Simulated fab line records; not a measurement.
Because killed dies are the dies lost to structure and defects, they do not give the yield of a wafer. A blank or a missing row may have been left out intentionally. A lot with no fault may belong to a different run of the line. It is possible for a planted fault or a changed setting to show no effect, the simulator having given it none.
Chamber matching | flow n5 finfet | 4 sister chambers for N5_BEOL_M8_DESCUM_33 on rie diel-06
The step chemistry O2, time 7 s. 16 wafers are shown with their chamber, then 8 later ones without.

EACH WAFER AND ITS CHAMBER
wafer  | chamber | showerhead plenum p Torr (Torr) | oes product au (a.u.) | throttle valve pct (%)
L077.2 | 1       | 2.08                            | 0.72                  | 20.81
L077.3 | 2       | 2.08                            | 0.73                  | 20.59
L077.5 | 2       | 2.08                            | 0.73                  | 20.60
L083.1 | 3       | 2.23                            | 0.92                  | 20.43
L083.5 | 1       | 2.07                            | 0.71                  | 20.83
L083.6 | 2       | 2.07                            | 0.73                  | 20.61
L085.3 | 1       | 2.07                            | 0.70                  | 20.84
L085.4 | 0       | 1.99                            | 0.72                  | 20.40
L085.5 | 0       | 1.99                            | 0.73                  | 20.41
L089.1 | 1       | 2.07                            | 0.70                  | 20.86
L089.2 | 0       | 1.99                            | 0.72                  | 20.40
L089.6 | 0       | 1.99                            | 0.72                  | 20.40
L090.1 | 0       | 1.98                            | 0.72                  | 20.43
L090.4 | 2       | 2.06                            | 0.70                  | 20.65
L090.5 | 1       | 2.07                            | 0.70                  | 20.85
L093.3 | 1       | 2.06                            | 0.69                  | 20.87

SIGNATURES, as means of the wafers listed above
reading                  | chamber 0 | chamber 1 | chamber 2 | chamber 3 | scatter within a chamber
showerhead plenum p Torr | 1.9880    | 2.0700    | 2.0725    | 2.2300    | 0.0068
oes product au           | 0.7220    | 0.7033    | 0.7225    | 0.9200    | 0.0104
throttle valve pct       | 20.4080   | 20.8433   | 20.6125   | 20.4300   | 0.0206
Rule: distance of a wafer from a chamber = root of the sum over the readings of ((wafer's reading minus chamber's mean) / reading's scatter) squared. If the next closest chamber is less than 2 further off than the closest, the wafer can't be placed; otherwise it belongs to the closest. How the scatter is found: for the shown wafers, subtract from each reading the mean of its chamber, square and add these, divide the total by (wafers less chambers), then take the root.

WAFERS WITHOUT THEIR CHAMBER
wafer  | showerhead plenum p Torr (Torr) | oes product au (a.u.) | throttle valve pct (%)
L093.4 | 2.22                            | 0.87                  | 20.47
L093.6 | 2.22                            | 0.88                  | 20.47
L094.1 | 2.22                            | 0.88                  | 20.47
L094.4 | 1.98                            | 0.71                  | 20.42
L094.5 | 2.06                            | 0.70                  | 20.66
L095.1 | 2.06                            | 0.69                  | 20.87
L095.4 | 2.22                            | 0.88                  | 20.48
L095.6 | 2.06                            | 0.70                  | 20.66

WHICH CHAMBER EACH ONE RAN IN
wafer  | from the rows above | in truth
L093.4 | 3                   | 3
L093.6 | 3                   | 3
L094.1 | 3                   | 3
L094.4 | 0                   | 0
L094.5 | 2                   | 2
L095.1 | 1                   | 1
L095.4 | 3                   | 3
L095.6 | 2                   | 2
8 of 8 placed correctly. From these rows, 0 cannot be placed. Number placed wrongly: 0.
